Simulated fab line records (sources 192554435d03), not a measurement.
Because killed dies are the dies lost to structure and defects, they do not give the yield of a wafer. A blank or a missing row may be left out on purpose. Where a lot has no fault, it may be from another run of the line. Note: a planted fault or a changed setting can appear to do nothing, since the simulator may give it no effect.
fab line records	flow n5_finfet
record lots=7	wafers=21
route steps=1938 shown WELL_APT@21 FIN_CUT@154 DUMMY_GATE@228 SD_EPI_N@278
start_h: the number of hours between the record's first day and the start of the first shown wafer of the lot	wait_h: how many hours have passed since the lot's step before this one	" unchanged from the row above	L1.1+2: one row covering several wafers at once	- value missing, or start not given	* or withheld: withheld	< > ~ a bound
route shown NAME@n: names a module that has steps shown in the file, with the first one's number in the route	usual: mean/standard deviation of fault-free wafers	same: alike in all rows	chamber/n: place in a boat	sites: the reading at each site	_std_site: the values' standard deviation	_edge_site: outer sites' mean less inner sites'	radius_mm: for every site, how far away it sits from the centre of the wafer	mask NAME#n: copy n	behind: tool/chamber where the wafer was last shaped	hold: why the lot was held/for how many hours/how that ended	device: which transistor (n, p or np) failed to switch	end of line: the same wafers' tests at the end of the route	for a step that has no rows: nothing shown but its recipe	killed: at the first sort, the dies lost to defects and structure; wafer yield is something else	map: shows each die of a wafer: x if killed, . if not, _ if none is there
set.NAME: the run value of the setting; set.NAME@STEP: its run value at that earlier step	model.NAME: the simulator's own value behind a step, which no gauge read
lots run with intentionally changed settings; tables by step, rows by wafer
## steps
# step N5_WELL_APT_COAT_02
# recipe spin_rpm=1357	resist_thk_nm=950
lot.wafer	tool	chamber	start_h	wait_h	set.spin_rpm	model.coat_of_WELL_APT_COAT_02.thk_nm
L074.1	litho_track-04	0	-	-	1484	913.4
L074.3	"	0	"	"	1357	956.9
L074.4	"	0	"	"	1357	959.7
L076.1	litho_track-04	0	-	-	1357	948.8
L076.3	"	0	"	"	1357	953.1
L076.6	"	0	"	"	1357	954
L077.1	litho_track-03	0	-	-	1293	973.9
L077.4	"	0	"	"	1357	952.3
L077.5	"	0	"	"	1357	950.2
L086.1	litho_track-04	0	-	-	1357	954
L086.5	"	0	"	"	1297	978.5
L086.6	"	0	"	"	1357	956.9
L088.1	litho_track-04	0	-	-	1357	953.3
L088.3	"	0	"	"	1407	935.1
L088.6	"	0	"	"	1407	936
L094.1	litho_track-03	0	-	-	1357	953.8
L094.4	"	0	"	"	1357	950.9
L094.5	"	0	"	"	1357	951.6
L096.1	litho_track-04	0	-	-	1357	951.1
L096.3	"	0	"	"	1357	948
L096.6	"	0	"	"	1357	952
# step N5_WELL_APT_EXPOSE_22
# recipe mask_id=PWELL	na=0.8	source_shape=conventional	sigma_outer=0.8	polarization=unpolarized	defocus_nm=0	target_cd_nm=200	dose_mj=23.2
lot.wafer	tool	chamber	start_h	wait_h	mask	set.dose_mj
L074.1+3	krf_scanner-01	0	14.76	-	PWELL#0	23.73
L074.4	"	0	"	"	PWELL#0	23.2
L076.1	krf_scanner-01	0	27.32	-	PWELL#0	23.2
L076.3+6	"	0	"	"	PWELL#0	21.84
L077.1+5	krf_scanner-01	0	33.48	-	PWELL#0	23.2
L077.4	"	0	"	"	PWELL#0	24.27
L086.1+6	krf_scanner-02	0	87.27	-	PWELL#0	23.2
L086.5	"	0	"	"	PWELL#0	22.39
L088.1+3	krf_scanner-01	0	98.76	-	PWELL#0	21.85
L088.6	"	0	"	"	PWELL#0	23.2
L094.1+4+5	krf_scanner-01	0	134.86	-	PWELL#0	23.2
L096.1	krf_scanner-02	0	146.95	-	PWELL#0	23.2
L096.3+6	"	0	"	"	PWELL#0	21.93
# step N5_WELL_APT_DEVELOP_24
# recipe develop_time_s=45	rinse_liquid=surfactant_rinse	dry=air_spin	dev_temp_c=21
lot.wafer	tool	chamber	start_h	wait_h	set.develop_time_s
L074.1+3+4	litho_track-04	0	-	-	45
L076.1+6	litho_track-02	0	-	-	53.12
L076.3	"	0	"	"	45
L077.1+4	litho_track-02	0	-	-	45
L077.5	"	0	"	"	53.24
L086.1+5+6	litho_track-03	0	-	-	47.6
L088.1	litho_track-02	0	-	-	45
L088.3+6	"	0	"	"	36.55
L094.1+4+5	litho_track-04	0	-	-	45
L096.1+3+6	litho_track-04	0	-	-	45
# step N5_WELL_APT_HARDBAKE_29
# recipe temp_c=130	time_s=120
# step N5_WELL_APT_CD_MEAS_25
# recipe target_cd_nm=200	landing_energy_ev=500	detector=se_inlens
# usual cd_nm=199.9/1.4
lot.wafer	tool	chamber	start_h	wait_h	set.dose_mj@WELL_APT_EXPOSE_22	cd_nm
L074.1	cd_sem-01	0	14.93	-	23.73	203.4
L074.3	"	0	"	"	23.73	204.5
L074.4	"	0	"	"	23.2	199.1
L076.1	cd_sem-01	0	27.49	-	23.2	200.1
L076.3	"	0	"	"	21.84	187.2
L076.6	"	0	"	"	21.84	189.1
L077.1	cd_sem-02	0	33.65	-	23.2	202.2
L077.4	"	0	"	"	24.27	209.0
L077.5	"	0	"	"	23.2	203.0
L086.1	cd_sem-02	0	87.44	-	23.2	198.8
L086.5	"	0	"	"	22.39	194.7
L086.6	"	0	"	"	23.2	200.3
L088.1	cd_sem-03	0	98.93	-	21.85	188.9
L088.3	"	0	"	"	21.85	189.0
L088.6	"	0	"	"	23.2	201.0
L094.1	cd_sem-02	0	135.03	-	23.2	201.6
L094.4	"	0	"	"	23.2	200.5
L094.5	"	0	"	"	23.2	203.0
L096.1	cd_sem-02	0	147.12	-	23.2	199.1
L096.3	"	0	"	"	21.93	189.8
L096.6	"	0	"	"	21.93	189.7
# step N5_WELL_APT_DESCUM_30
# recipe chemistry=O2	time_s=7.9	source_power_w=50	bias_power_w=20	pressure_mtorr=20	rf_frequency_hz=2.712e+07	temp_c=40	o2_flow_sccm=225
lot.wafer	tool	chamber	start_h	wait_h	set.dose_mj@WELL_APT_EXPOSE_22	model.WELL_APT.cd_nm
L074.1	rie_diel-02	0	15.02	0.0	23.73	203.6
L074.3	"	3	"	"	23.73	204.4
L074.4	"	1	"	"	23.2	198.9
L076.1	rie_diel-03	1	27.58	0.0	23.2	200.1
L076.3	"	2	"	"	21.84	187.3
L076.6	"	3	"	"	21.84	189
L077.1	rie_diel-01	1	34.10	0.4	23.2	202.5
L077.4	"	2	"	"	24.27	208.8
L077.5	"	0	"	"	23.2	202.7
L086.1	rie_diel-02	1	87.53	0.0	23.2	198.8
L086.5	"	3	"	"	22.39	194.6
L086.6	"	0	"	"	23.2	200.4
L088.1+3	rie_diel-03	3,2	99.02	0.0	21.85	188.8
L088.6	"	2	"	"	23.2	201
L094.1	rie_diel-02	2	135.12	0.0	23.2	201.3
L094.4	"	1	"	"	23.2	200.3
L094.5	"	3	"	"	23.2	203.1
L096.1	rie_diel-03	1	147.68	0.5	23.2	199.1
L096.3	"	2	"	"	21.93	189.8
L096.6	"	3	"	"	21.93	189.9
# step N5_FIN_CUT_COAT_18
# recipe resist=SOC	temp_c=250	time_s=60	spin_rpm=1500	resist_thk_nm=230
lot.wafer	tool	chamber	start_h	wait_h	set.spin_rpm	model.SOC_of_FIN_CUT_COAT_18.thk_nm
L074.1	litho_track-03	0	29.39	0.0	1500	229
L074.3	"	0	"	"	1599	222
L074.4	"	0	"	"	1599	222.4
L076.1	litho_track-05	0	38.77	0.0	1575	223.8
L076.3	"	0	"	"	1500	229.4
L076.6	"	0	"	"	1575	224.4
L077.1	litho_track-03	0	45.41	0.0	1575	224.6
L077.4	"	0	"	"	1575	224
L077.5	"	0	"	"	1500	229.4
L086.1	litho_track-04	0	99.09	0.0	1500	229.8
L086.5	"	0	"	"	1500	229.2
L086.6	"	0	"	"	1500	230.2
L088.1	litho_track-03	0	110.34	0.0	1361	242.4
L088.3	"	0	"	"	1500	230
L088.6	"	0	"	"	1361	241.8
L094.1+5	litho_track-05	0	148.21	0.0	1500	230
L094.4	"	0	"	"	1500	229.6
L096.1	litho_track-04	0	159.19	0.0	1381	239
L096.3	"	0	"	"	1381	239.2
L096.6	"	0	"	"	1500	229.4
# step N5_FIN_CUT_COAT_19
# recipe resist=SiARC	temp_c=220	time_s=60	spin_rpm=1500	resist_thk_nm=20
lot.wafer	tool	chamber	start_h	wait_h	set.spin_rpm	model.SiARC_of_FIN_CUT_COAT_19.thk_nm
L074.1+3+4	litho_track-03	0	-	-	1500	20
L076.1	litho_track-05	0	-	-	1500	20
L076.3+6	"	0	"	"	1380	20.8
L077.1+4+5	litho_track-03	0	-	-	1500	20
L086.1+5	litho_track-04	0	-	-	1500	20
L086.6	"	0	"	"	1354	21.2
L088.1+6	litho_track-03	0	-	-	1500	20
L088.3	"	0	"	"	1554	19.8
L094.1+4+5	litho_track-05	0	-	-	1500	20
L096.1+6	litho_track-04	0	-	-	1500	20
L096.3	"	0	"	"	1574	19.4
# step N5_FIN_CUT_COAT_29
# recipe resist=underlayer	temp_c=205	time_s=60	spin_rpm=1500	resist_thk_nm=10
# step N5_FIN_CUT_COAT_02
# recipe resist=CAR-EUV	spin_rpm=1500	resist_thk_nm=30
# step N5_FIN_CUT_DESCUM_13
# recipe chemistry=O2	time_s=7	source_power_w=50	bias_power_w=20	pressure_mtorr=20	rf_frequency_hz=2.712e+07	temp_c=40	resist=CAR-EUV	o2_flow_sccm=225
# step N5_FIN_CUT_ETCH_30
# recipe chemistry=N2/H2	target=underlayer	target_depth_a=130	mask_material=CAR-EUV	time_s=10.4	ion_energy_ev=200	pressure_mtorr=30	source_w=840	bias_w=150	n2_flow_sccm=200	h2_flow_sccm=200	ends=cleared
# step N5_FIN_CUT_ETCH_20
# recipe chemistry=CF4	target=SiARC	target_depth_a=260	mask_material=CAR-EUV	time_s=43.3	ion_energy_ev=80	pressure_mtorr=40	source_w=545	bias_w=36	Ar_flow_sccm=100	cf4_flow_sccm=100	ends=cleared
lot.wafer	tool	chamber	start_h	wait_h	set.spin_rpm@FIN_CUT_COAT_19	model.etch.depth_nm
L074.1+4	rie_diel-04	2,1	30.27	0.0	1500	20.02
L074.3	"	0	"	"	1500	20.03
L076.1	rie_diel-06	0	39.34	0.0	1500	20.03
L076.3	"	3	"	"	1380	20.76
L076.6	"	1	"	"	1380	20.81
L077.1	rie_diel-06	1	45.99	0.0	1500	19.99
L077.4	"	2	"	"	1500	20.02
L077.5	"	3	"	"	1500	20.05
L086.1	rie_diel-05	3	99.67	0.0	1500	20.1
L086.5	"	2	"	"	1500	20.02
L086.6	"	1	"	"	1354	21.17
L088.1	rie_diel-05	0	110.79	0.0	1500	20.05
L088.3	"	2	"	"	1554	19.73
L088.6	"	1	"	"	1500	20.03
L094.1	rie_diel-05	2	148.76	0.0	1500	20.01
L094.4+5	"	0,3	"	"	1500	20.02
L096.1	rie_diel-05	3	159.64	0.0	1500	20.01
L096.3	"	1	"	"	1574	19.4
L096.6	"	1	"	"	1500	19.94
# step N5_FIN_CUT_ETCH_21
# recipe chemistry=N2/H2	target=SOC	target_depth_a=2190	overetch_a=438	mask_material=SiARC	temp_c=40	ion_energy_ev=100	bias_w=61	time_s=523.5	pressure_mtorr=30	source_w=850	n2_flow_sccm=200	h2_flow_sccm=200
lot.wafer	tool	chamber	start_h	wait_h	set.spin_rpm@FIN_CUT_COAT_18	model.etch.depth_nm
L074.1	rie_diel-04	2	30.30	0.0	1500	229
L074.3	"	0	"	"	1599	222.1
L074.4	"	1	"	"	1599	222.3
L076.1	rie_diel-06	0	39.38	0.0	1575	223.9
L076.3	"	3	"	"	1500	229.4
L076.6	"	1	"	"	1575	224.4
L077.1	rie_diel-06	1	46.03	0.0	1575	224.7
L077.4	"	2	"	"	1575	224
L077.5	"	3	"	"	1500	229.4
L086.1	rie_diel-05	3	99.71	0.0	1500	229.7
L086.5	"	2	"	"	1500	229.3
L086.6	"	1	"	"	1500	230.2
L088.1	rie_diel-05	0	110.83	0.0	1361	242.3
L088.3	"	2	"	"	1500	229.9
L088.6	"	1	"	"	1361	241.8
L094.1+5	rie_diel-05	2,3	148.80	0.0	1500	230
L094.4	"	0	"	"	1500	229.5
L096.1	rie_diel-05	3	159.68	0.0	1381	239.1
L096.3	"	1	"	"	1381	239.3
L096.6	"	1	"	"	1500	229.4
# step N5_DUMMY_GATE_EXPOSE_12
# recipe mask_id=GATE	na=0.33	source_shape=annular	sigma_inner=0.2	sigma_outer=0.6	polarization=unpolarized	target_cd_nm=25	dose_mj=34
lot.wafer	tool	chamber	start_h	wait_h	mask	set.dose_mj
L074.1+4	euv_scanner-01	0	50.61	-	GATE#0	34
L074.3	"	0	"	"	GATE#0	34.97
L076.1	euv_scanner-02	0	58.50	-	GATE#0	32.95
L076.3+6	"	0	"	"	GATE#0	34
L077.1+5	euv_scanner-01	0	64.75	-	GATE#0	34
L077.4	"	0	"	"	GATE#0	36.54
L086.1+6	euv_scanner-02	0	118.78	-	GATE#0	35.87
L086.5	"	0	"	"	GATE#0	34
L088.1+3+6	euv_scanner-01	0	130.25	-	GATE#0	34
L094.1+4+5	euv_scanner-01	0	170.16	-	GATE#0	34
L096.1	euv_scanner-01	0	178.04	-	GATE#0	32.96
L096.3+6	"	0	"	"	GATE#0	34
# step N5_DUMMY_GATE_PEB_13
# recipe peb_temp_c=100	peb_time_s=60	resist=CAR-EUV
# step N5_DUMMY_GATE_DEVELOP_14
# recipe develop_time_s=30	developer=TMAH	resist=CAR-EUV	rinse_liquid=surfactant_rinse	dry=air_spin	dev_temp_c=23
# step N5_DUMMY_GATE_CD_MEAS_15
# recipe target_cd_nm=25.8	landing_energy_ev=500	detector=se_inlens
# usual cd_nm=25.01/0.2
lot.wafer	tool	chamber	start_h	wait_h	set.dose_mj@DUMMY_GATE_EXPOSE_12	cd_nm
L074.1	cd_sem-01	0	50.74	-	34	24.98
L074.3	"	0	"	"	34.97	24.33
L074.4	"	0	"	"	34	25.23
L076.1	cd_sem-02	0	58.63	-	32.95	25.53
L076.3	"	0	"	"	34	25.09
L076.6	"	0	"	"	34	25.22
L077.1	cd_sem-02	0	64.88	-	34	24.81
L077.4	"	0	"	"	36.54	23.91
L077.5	"	0	"	"	34	25.00
L086.1	cd_sem-01	0	118.91	-	35.87	23.77
L086.5	"	0	"	"	34	24.86
L086.6	"	0	"	"	35.87	23.61
L088.1	cd_sem-01	0	130.38	-	34	25.10
L088.3	"	0	"	"	34	24.72
L088.6	"	0	"	"	34	24.90
L094.1	cd_sem-02	0	170.29	-	34	24.91
L094.4	"	0	"	"	34	24.90
L094.5	"	0	"	"	34	25.09
L096.1	cd_sem-01	0	178.17	-	32.96	25.60
L096.3	"	0	"	"	34	25.33
L096.6	"	0	"	"	34	24.98
# step N5_DUMMY_GATE_ETCH_37
# recipe chemistry=N2/H2	target=SOC	target_depth_a=600	overetch_a=300	temp_c=40	ion_energy_ev=200	pressure_mtorr=30	source_w=840	bias_w=150	n2_flow_sccm=200	h2_flow_sccm=200
# usual rf_vpp_V=524.0/2.4
lot.wafer	tool	chamber	start_h	wait_h	set.source_w	rf_vpp_V	model.SiARC_of_DUMMY_GATE_COAT_35.thk_nm
L074.1	rie_diel-05	0	51.09	0.0	701.6	558.1	5.6
L074.3	"	2	"	"	701.6	558.2	5.6
L074.4	"	3	"	"	840	522.9	5.2
L076.1	rie_diel-05	3	58.97	0.0	840	521.3	5
L076.3	"	0	"	"	714.4	556.2	5.6
L076.6	"	0	"	"	840	526.0	5
L077.1	rie_diel-04	1	65.19	0.0	840	527.3	5
L077.4	"	2	"	"	840	522.5	5.2
L077.5	"	0	"	"	883.3	514.4	4.8
L086.1	rie_diel-05	3	119.19	0.0	840	521.5	5
L086.5	"	2	"	"	840	525.3	5
L086.6	"	3	"	"	747.4	540.0	5.4
L088.1	rie_diel-06	0	130.74	0.0	840	526.0	5
L088.3	"	3	"	"	840	526.1	5
L088.6	"	2	"	"	840	525.7	5
L094.1	rie_diel-05	1	170.56	0.0	840	522.5	5
L094.4	"	1	"	"	840	519.7	5
L094.5	"	3	"	"	840	521.3	5.2
L096.1	rie_diel-05	1	178.44	0.0	949.7	498.8	4.6
L096.3	"	2	"	"	840	525.4	5
L096.6	"	3	"	"	949.7	500.4	4.6
# step N5_DUMMY_GATE_STRIP_38
# recipe chemistry=N2/H2	temp_c=40	n2_flow_sccm=200	h2_flow_sccm=200	rf_frequency_hz=6e+07
# step N5_DUMMY_GATE_STRIP_39
# recipe chemistry=N2/H2	temp_c=40	n2_flow_sccm=200	h2_flow_sccm=200	rf_frequency_hz=6e+07
# step N5_DUMMY_GATE_TRIM_49
# recipe chemistry=O2	resist=SOC	time_s=29	target_cd_nm=14	source_power_w=300	bias_power_w=0	O2_flow_sccm=100	temp_c=20
lot.wafer	tool	chamber	start_h	wait_h	set.dose_mj@DUMMY_GATE_EXPOSE_12	model.DUMMY_GATE.cd_nm
L074.1	rie_si-02	2	51.17	0.0	34	14.2
L074.3	"	1	"	"	34.97	14
L074.4	"	3	"	"	34	14
L076.1	rie_si-04	1	59.05	0.0	32.95	14.6
L076.3	"	0	"	"	34	14.2
L076.6	"	1	"	"	34	14
L077.1	rie_si-04	2	65.27	0.0	34	14.2
L077.4	"	1	"	"	36.54	12.6
L077.5	"	0	"	"	34	13.8
L086.1	rie_si-01	3	119.27	0.0	35.87	13
L086.5	"	0	"	"	34	13.8
L086.6	"	1	"	"	35.87	13.2
L088.1+3+6	rie_si-01	3,1,1	130.82	0.0	34	14
L094.1	rie_si-04	3	170.64	0.0	34	14.2
L094.4	"	2	"	"	34	14
L094.5	"	1	"	"	34	14.4
L096.1	rie_si-01	3	178.52	0.0	32.96	14.2
L096.3+6	"	2,3	"	"	34	13.6
# step N5_DUMMY_GATE_STRIP_40
# recipe chemistry=CF4	resist=SiARC	power_w=300	bias_power_w=75	pressure_mtorr=50	cf4_flow_sccm=150	rf_frequency_hz=6e+07
# step N5_DUMMY_GATE_CD_MEAS_50
# recipe target_cd_nm=14
# usual cd_nm=14.02/0.27
lot.wafer	tool	chamber	start_h	wait_h	set.dose_mj@DUMMY_GATE_EXPOSE_12	cd_nm
L074.1	cd_sem-01	-	51.40	0.0	34	13.88
L074.3	"	-	"	"	34.97	14.07
L074.4	"	-	"	"	34	14.14
L076.1	cd_sem-02	-	59.36	0.0	32.95	14.70
L076.3	"	-	"	"	34	13.82
L076.6	"	-	"	"	34	14.14
L077.1	cd_sem-01	-	65.42	0.0	34	14.07
L077.4	"	-	"	"	36.54	12.58
L077.5	"	-	"	"	34	14.01
L086.1	cd_sem-03	-	119.41	0.0	35.87	12.93
L086.5	"	-	"	"	34	13.90
L086.6	"	-	"	"	35.87	13.50
L088.1	cd_sem-01	-	131.21	0.0	34	14.12
L088.3	"	-	"	"	34	14.29
L088.6	"	-	"	"	34	13.96
L094.1	cd_sem-01	-	170.95	0.0	34	14.42
L094.4	"	-	"	"	34	14.02
L094.5	"	-	"	"	34	14.31
L096.1	cd_sem-01	-	178.67	0.0	32.96	14.06
L096.3	"	-	"	"	34	13.30
L096.6	"	-	"	"	34	13.57
# step N5_DUMMY_GATE_ETCH_31
# recipe chemistry=C4F6/O2	target=SiO2	mask_material=SOC	target_depth_a=825	time_s=27.5	ion_energy_ev=250	pressure_mtorr=30	source_w=345	bias_w=185	Ar_flow_sccm=300	C4F6_flow_sccm=10	O2_flow_sccm=10
# step N5_DUMMY_GATE_STRIP_41
# recipe chemistry=O2	power_w=400	temp_c=40	pressure_mtorr=30	rf_frequency_hz=6e+07	bias_power_w=0	overash_fraction=0.3	o2_flow_sccm=225
# step N5_DUMMY_GATE_ETCH_32
# recipe chemistry=CF4	target=SiO2	target_depth_a=35	time_s=3.9	ion_energy_ev=350	pressure_mtorr=10	icp_w=800	bias_w=400	cf4_flow_sccm=80
# step N5_DUMMY_GATE_ETCH_23
# recipe chemistry=HBr/Cl2/O2	HBr_flow_sccm=150	Cl2_flow_sccm=80	O2_flow_sccm=12	bias_w=102	target_depth_a=410	time_s=22.3	target=poly-Si	mask_material=SiO2	pressure_mtorr=10	icp_w=800
# step N5_DUMMY_GATE_ETCH_44
# recipe chemistry=HBr/O2	over_etch_frac=0.7	target_depth_a=1275	stop_on=SiO2	ion_energy_ev=60	bias_w=20	target=poly-Si	mask_material=SiO2	pressure_mtorr=20	icp_w=400	HBr_flow_sccm=120	O2_flow_sccm=10
lot.wafer	tool	chamber	start_h	wait_h	set.dose_mj@DUMMY_GATE_EXPOSE_12	model.DUMMY_GATE.cd_nm
L074.1	rie_si-04	0	51.97	0.0	34	15.2
L074.3	"	2	"	"	34.97	14.8
L074.4	"	1	"	"	34	14.8
L076.1	rie_si-04	3	59.91	0.0	32.95	15.4
L076.3+6	"	0,3	"	"	34	14.8
L077.1	rie_si-02	2	65.81	0.0	34	15.4
L077.4	"	1	"	"	36.54	13.8
L077.5	"	3	"	"	34	14.8
L086.1	rie_si-02	2	119.80	0.0	35.87	14
L086.5	"	2	"	"	34	14.8
L086.6	"	3	"	"	35.87	14.2
L088.1	rie_si-01	3	131.63	0.0	34	15
L088.3+6	"	0,1	"	"	34	15.2
L094.1+4	rie_si-01	1,2	171.51	0.0	34	15.2
L094.5	"	1	"	"	34	15.4
L096.1	rie_si-04	3	179.06	0.0	32.96	15.4
L096.3	"	2	"	"	34	14.4
L096.6	"	1	"	"	34	14.6
# step N5_SD_EPI_N_ETCH_45
# recipe chemistry=CH3F/O2	target=SiOCN	target_depth_a=60	mask_material=SOC	ion_energy_ev=60	bias_w=29	pressure_mtorr=15	source_w=410	Ar_flow_sccm=150	CH3F_flow_sccm=30	O2_flow_sccm=20
lot.wafer	tool	chamber	start_h	wait_h	set.target_depth_a	model.etch.depth_nm
L074.1	rie_diel-01	0	54.71	0.1	62.08	6.093
L074.3	"	1	"	"	62.08	6.121
L074.4	"	0	"	"	60	5.906
L076.1	rie_diel-03	2	62.13	0.1	56.39	5.704
L076.3	"	3	"	"	56.39	5.573
L076.6	"	0	"	"	60	5.889
L077.1	rie_diel-03	2	67.91	0.1	60	6.074
L077.4	"	3	"	"	60	5.999
L077.5	"	0	"	"	60	5.927
L086.1	rie_diel-02	3	122.11	0.1	60	5.945
L086.5	"	3	"	"	65.8	6.598
L086.6	"	1	"	"	65.8	6.576
L088.1	rie_diel-01	3	134.01	0.1	66.93	6.767
L088.3	"	1	"	"	66.93	6.79
L088.6	"	0	"	"	60	5.867
L094.1	rie_diel-03	3	173.57	0.1	60	5.885
L094.4	"	2	"	"	60	6.001
L094.5	"	1	"	"	60	6.061
L096.1	rie_diel-02	3	183.24	0.1	64.06	6.362
L096.3	"	1	"	"	60	5.944
L096.6	"	1	"	"	60	6.011
## key
split step=N5_WELL_APT_COAT_02	setting=spin_rpm	stated=1357	by=wafer
response step=N5_WELL_APT_COAT_02	reading=model.coat_of_WELL_APT_COAT_02.thk_nm	change=-4.85	per=1%	r=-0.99
split step=N5_WELL_APT_EXPOSE_22	setting=dose_mj	stated=23.2	by=wafer
response step=N5_WELL_APT_CD_MEAS_25	reading=cd_nm	change=+1.82	per=1%	r=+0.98
response step=N5_WELL_APT_DESCUM_30	reading=model.WELL_APT.cd_nm	change=+1.82	per=1%	r=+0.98
split step=N5_WELL_APT_DEVELOP_24	setting=develop_time_s	stated=45	by=wafer
response none clear
split step=N5_FIN_CUT_COAT_18	setting=spin_rpm	stated=1500	by=wafer
response step=N5_FIN_CUT_COAT_18	reading=model.SOC_of_FIN_CUT_COAT_18.thk_nm	change=-1.18	per=1%	r=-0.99
response step=N5_FIN_CUT_ETCH_21	reading=model.etch.depth_nm	change=-1.18	per=1%	r=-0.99
split step=N5_FIN_CUT_COAT_19	setting=spin_rpm	stated=1500	by=wafer
response step=N5_FIN_CUT_COAT_19	reading=model.SiARC_of_FIN_CUT_COAT_19.thk_nm	change=-0.111	per=1%	r=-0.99
response step=N5_FIN_CUT_ETCH_20	reading=model.etch.depth_nm	change=-0.106	per=1%	r=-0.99
split step=N5_DUMMY_GATE_EXPOSE_12	setting=dose_mj	stated=34	by=wafer
response step=N5_DUMMY_GATE_CD_MEAS_15	reading=cd_nm	change=-0.165	per=1%	r=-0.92
response step=N5_DUMMY_GATE_TRIM_49	reading=model.DUMMY_GATE.cd_nm	change=-0.159	per=1%	r=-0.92
response step=N5_DUMMY_GATE_CD_MEAS_50	reading=cd_nm	change=-0.165	per=1%	r=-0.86
response step=N5_DUMMY_GATE_ETCH_44	reading=model.DUMMY_GATE.cd_nm	change=-0.166	per=1%	r=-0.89
split step=N5_DUMMY_GATE_ETCH_37	setting=source_w	stated=840	by=wafer
response step=N5_DUMMY_GATE_ETCH_37	reading=rf_vpp_V	change=-2.02	per=1%	r=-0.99
response step=N5_DUMMY_GATE_ETCH_37	reading=model.SiARC_of_DUMMY_GATE_COAT_35.thk_nm	change=-0.0329	per=1%	r=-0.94
split step=N5_SD_EPI_N_ETCH_45	setting=target_depth_a	stated=60	by=wafer
response step=N5_SD_EPI_N_ETCH_45	reading=model.etch.depth_nm	change=+0.0671	per=1%	r=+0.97
